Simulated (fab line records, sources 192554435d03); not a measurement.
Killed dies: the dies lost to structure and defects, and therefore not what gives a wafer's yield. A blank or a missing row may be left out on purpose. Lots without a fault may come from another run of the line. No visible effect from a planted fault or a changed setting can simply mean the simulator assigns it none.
A struck lot beside a sound one | flow n5-finfet | 15 steps out of a route of 1938
Sound: the wafers L614.3, L614.4, L614.6. Struck: wafers L620.2, L620.4. (L620.6 of the same lot was not struck and is left out.) The cause comes at the end.
Per side, at each step with rows, come the tool, then ch with its chambers, and then its first start. Under that, the readings that differ: sound wafers | struck wafers | difference of the means | sigmas: that difference in standard deviations of wafers without a fault.
alike: readings whose means differ by less than 2 such deviations, and words and numbers that are the same on both sides. not compared: withheld readings, readings that some wafer has no value for, bounds like >300 that may hide the same value, and numbers for which the record gives no deviation and whose values overlap.
Wherever a step has rows on one side only, a row that says differs or no value, or a row with sigmas, the two part there. When numbers do not overlap yet have no deviation, they are printed without sigmas and do not part them. A reading missing from all wafers of one side parts the sides only when that side holds two or more wafers.

first, 4 steps without rows for these wafers: N5_BEOL_M3_SOFTBAKE_23 (time 60 s); N5_BEOL_M3_EXPOSE_25 (exposes mask V2, defocus 5 nm); N5_BEOL_M3_PEB_26 (peb time 60 s); N5_BEOL_M3_DEVELOP_27 (develop time 30 s).
N5_BEOL_M3_CD_MEAS_28: target cd 25.7 nm, target cd y 23.3 nm.
  sound on cd-sem-03 ch 0, day 9 05:52; struck on cd-sem-03 ch 0, day 11 04:45
  alike: cd-nm
N5_BEOL_M3_OVL_MEAS_29:
  sound on overlay-02 ch 0, day 9 05:54; struck on overlay-01 ch 0, day 11 04:47
  alike: V2_OVL
N5_BEOL_M3_INSPECT_30: inspects for defects (brightfield).
  sound on defect-inspect-01, day 9 05:57; struck on defect-inspect-01, day 11 04:50
  alike: raw-defect-count
N5_BEOL_M3_DESCUM_33: chemistry O2, time 7 s.
  sound on rie-diel-03 ch 0,3, day 9 05:59; struck on rie-diel-03 ch 1,2, day 11 04:52
  alike: drypump-motor-current-A, oes-product-au, rf-vpp-V, showerhead-plenum-p-Torr, temp-c, throttle-valve-pct
  not compared: rf-hours-counter-h
N5_BEOL_M3_ETCH_77: etches underlayer in N2/H2, target depth 6.5 nm, time 5.2 s.
  sound on rie-diel-03 ch 0,3, day 9 06:01; struck on rie-diel-03 ch 1,2, day 11 04:54
  alike: drypump-motor-current-A, etch-rf-on-time-s, oes-product-au, rf-vpp-V, showerhead-plenum-p-Torr, throttle-valve-pct
  not compared: rf-hours-counter-h
N5_BEOL_M3_ETCH_69: etches SiARC in CF4, target depth 15.6 nm, time 26 s.
  sound on rie-diel-03 ch 0,3, day 9 06:02; struck on rie-diel-03 ch 1,2, day 11 04:55
  alike: drypump-motor-current-A, etch-rf-on-time-s, oes-product-au, rf-vpp-V, showerhead-plenum-p-Torr, throttle-valve-pct
  not compared: rf-hours-counter-h
N5_BEOL_M3_ALD_98: deposits SiO2, target thk 2.5 nm, pulse time 1 s, co reactant pulse time 1 s.
  sound on ald-sin-01 ch 0,1, day 9 06:07; struck on ald-sin-03 ch 0,3, day 11 05:00
  alike: heater-power-w, precursor-pulse-height-rel
N5_BEOL_M3_ETCHBACK_99: etches SiO2 in CHF3, target depth 5 nm, time 10.4 s.
  sound on rie-diel-03 ch 0,1,3, day 9 08:01; struck on rie-diel-03 ch 1,2, day 11 17:24
  alike: CHF3_flow_sccm, drypump-motor-current-A, oes_ar_750_au, oes_f_703_au, oes-product-au, rf-vpp-V, showerhead-plenum-p-Torr, throttle-valve-pct
  not compared: rf-hours-counter-h
N5_BEOL_M3_ETCH_70: etches SOC in N2/H2, target depth 80 nm, overetch 16 nm, time 120 s.
  sound on rie-diel-03 ch 0,1,3, day 9 08:03; struck on rie-diel-03 ch 1,2, day 11 17:26
  reading                                    | sound             | struck      | difference | sigmas
  run-length-s (s)                           | 143.0 143.3 143.2 | 168.0 166.8 | +24.2      | +55
  model.SiARC_of_BEOL_M3_COAT_68.thk-nm (nm) | 6.4 6.4 6         | 5.2 5.2     | -1.1       |
  alike: drypump-motor-current-A, oes-product-au, rf-vpp-V, showerhead-plenum-p-Torr, temp-c, throttle-valve-pct
  not compared: rf-hours-counter-h
then, 1 step without rows for these wafers: N5_BEOL_M3_STRIP_71 (strips in N2/H2).
N5_BEOL_M4_RC_MEAS_101:
  sound on prober-01 ch 0, day 10 04:33; struck on prober-01 ch 0, day 12 14:52
  alike: DIBL_N, DIBL_P, IOFF_N, IOFF_P, ION_N, ION_P, SS_N, SS_P, VT_N, VT_P

WHERE THEY PART
Within this record, at N5_BEOL_M3_ETCH_70 only. Later steps at which nothing parts them and some readings are alike: N5_BEOL_M4_RC_MEAS_101.

WHY: what had been put in by the simulator
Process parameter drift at N5_BEOL_M3_ETCH_70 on rie-diel-03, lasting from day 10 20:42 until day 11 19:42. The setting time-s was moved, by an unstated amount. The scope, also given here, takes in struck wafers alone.
